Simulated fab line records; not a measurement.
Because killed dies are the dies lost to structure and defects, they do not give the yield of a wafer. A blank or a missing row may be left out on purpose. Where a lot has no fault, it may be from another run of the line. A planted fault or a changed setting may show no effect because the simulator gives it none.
A lot that was struck, set against a sound lot | flow n5-finfet | 39 out of 1938 route steps
Sound: wafers L554.1, L554.3, L554.4. The struck wafers were L565.3, L565.4, L565.6. The cause comes at the end.
For every step that has rows: the tool of each side, followed by ch and its chambers, followed by its first start. Under that, the readings that differ: sound wafers | struck wafers | difference of the means | sigmas: that difference in standard deviations of wafers without a fault.
alike: readings whose means differ by less than 2 such deviations, and words and numbers that are the same on both sides. not compared: withheld readings, readings that some wafer has no value for, bounds like >300 that may hide the same value, and numbers for which the record gives no deviation and whose values overlap.
Wherever a step has rows on one side only, a row that says differs or no value, or a row with sigmas, the two part there. When numbers do not overlap yet have no deviation, they are printed without sigmas and do not part them. A reading missing from all wafers of one side parts the sides only when that side holds two or more wafers.

first, 9 steps without rows for these wafers: N5_BEOL_M4_ANNEAL_95 (time 240 s); N5_BEOL_M4_SPUTTER_96 (material Cu, target thk 4.5 nm, time 8.29 s); N5_BEOL_M4_ECD_50 (material Cu, target thk 300 nm); N5_BEOL_M4_ANNEAL_51 (time 90 s); N5_BEOL_M4_CMP_52 (polishes, stops on SiOC, t overpolish 6.8 s, target thk 40 nm); N5_BEOL_M4_PRE_CLEAN_60 (time 15 s); N5_BEOL_M4_CO_CAP_55 (material Co, precursor CCTBA/H2, target thk 2 nm, time 102.1 s); N5_BEOL_M4_PRE_CLEAN_56 (time 15 s); N5_BEOL_M4_DEP_57 (deposits SiCN from 3MS/NH3, target thk 8 nm, time 14 s).
N5_BEOL_M4_RC_MEAS_101:
  sound on prober-01 ch 0, day 8 05:22; struck on prober-02 ch 0, day 10 23:05
  alike: DIBL_N, DIBL_P, IOFF_N, IOFF_P, ION_N, ION_P, SS_N, SS_P, VT_N, VT_P
then, 24 steps without rows for these wafers: N5_BEOL_M5_ILD_DEP_00 (deposits SiCOH lowk from DEMS/porogen, target thk 140.64 nm, time 25.9 s); N5_BEOL_M5_CURE_79 (cures SiCOH lowk, time 240 s); N5_BEOL_M5_PECVD_70 (deposits SiO2 from TEOS/O2, target thk 16 nm, time 18 s); N5_BEOL_M5_HM_DEP_02 (deposits TiN, target thk 20 nm); N5_BEOL_M5_COAT_59 (time 60 s, resist thk 60 nm); N5_BEOL_M5_COAT_60 (time 60 s, resist thk 12 nm); N5_BEOL_M5_COAT_71 (time 60 s, resist thk 5 nm); N5_BEOL_M5_COAT_05 (resist thk 30 nm); N5_BEOL_M5_EBR_07; N5_BEOL_M5_SOFTBAKE_06 (time 60 s); N5_BEOL_M5_EXPOSE_08 (exposes mask M5, target cd 28 nm); N5_BEOL_M5_PEB_09 (peb time 60 s); N5_BEOL_M5_DEVELOP_10 (develop time 30 s); N5_BEOL_M5_DESCUM_16 (chemistry O2, time 7 s); N5_BEOL_M5_ETCH_72 (etches underlayer in N2/H2, target depth 6.5 nm, time 5.2 s); N5_BEOL_M5_ETCH_61 (etches SiARC in CF4, target depth 15.6 nm, time 26 s); N5_BEOL_M5_ETCH_62 (etches SOC in N2/H2, target depth 75 nm, overetch 15 nm, time 112.5 s); N5_BEOL_M5_STRIP_63 (strips in N2/H2); N5_BEOL_M5_STRIP_73 (strips in N2/H2); N5_BEOL_M5_STRIP_64 (strips in CF4); N5_BEOL_M5_HM_OPEN_17 (chemistry Cl2/BCl3, target TiN, target depth 20 nm, overetch 6 nm); N5_BEOL_M5_STRIP_19 (strips in O2); N5_BEOL_M5_COAT_65 (time 60 s, resist thk 60 nm); N5_BEOL_M5_COAT_66 (time 60 s, resist thk 12 nm).
N5_BEOL_M9_ILD_DEP_00: deposits SiCOH lowk from DEMS/porogen, target thk 308.51 nm, time 58 s.
  sound on pecvd-02 ch 0,1, day 9 17:59; struck on pecvd-01 ch 0,1,2, day 12 15:49
  alike: heater-power-w, showerhead-plenum-p-Torr, throttle-valve-pct
N5_BEOL_M9_CURE_71: cures SiCOH lowk, time 240 s.
  sound on uv-cure-03 ch 2, day 9 18:05; struck on uv-cure-01 ch 2, day 12 16:12
  reading                                            | sound           | struck          | difference | sigmas
  model.SiCOH_lowk_of_BEOL_M9_ILD_DEP_00.thk-nm (nm) | 260.2 273.2 267 | 536.8 545.4 538 | +273.3     |
  alike: lamp-power-pct, wafer_temp_C_max
N5_BEOL_M9_THK_MEAS_01:
  sound on film-metro-01, day 9 19:05; struck on film-metro-01, day 12 16:53
  reading         | sound       | struck      | difference | sigmas
  M9_ILD_THK (nm) | 260 273 267 | 537 546 538 | +274       | +70
N5_BEOL_M9_CMP_52: polishes, stops on SiCOH lowk, t overpolish 7 s, target thk 140 nm.
  sound on cmp-03 ch 0,2,3, day 10 00:11; struck on cmp-03 ch 1,3, day 12 22:11
  reading                                            | sound           | struck          | difference | sigmas
  model.SiCOH_lowk_of_BEOL_M9_ILD_DEP_00.thk-nm (nm) | 257.2 270.2 264 | 533.8 542.4 535 | +273.3     |
  alike: barrier-field-endpoint-s, motor-current-A, overpolish-run-s, time-to-endpoint-s
-- the record jumps here: 2 days lie between the struck wafers' starts before and after (it left off in module BEOL_M9 and takes up again in module PASSIVATION, whose first step shown is number 1936 of the route) --
N5_PASSIVATION_PROBE_49:
  the record has rows for the struck wafers here (prober-02, day 15 03:07) and none for the sound ones

WHERE THEY PART
Earliest at N5_BEOL_M9_THK_MEAS_01; latest, in this record, at N5_PASSIVATION_PROBE_49.

WHY: whatever the simulator had introduced
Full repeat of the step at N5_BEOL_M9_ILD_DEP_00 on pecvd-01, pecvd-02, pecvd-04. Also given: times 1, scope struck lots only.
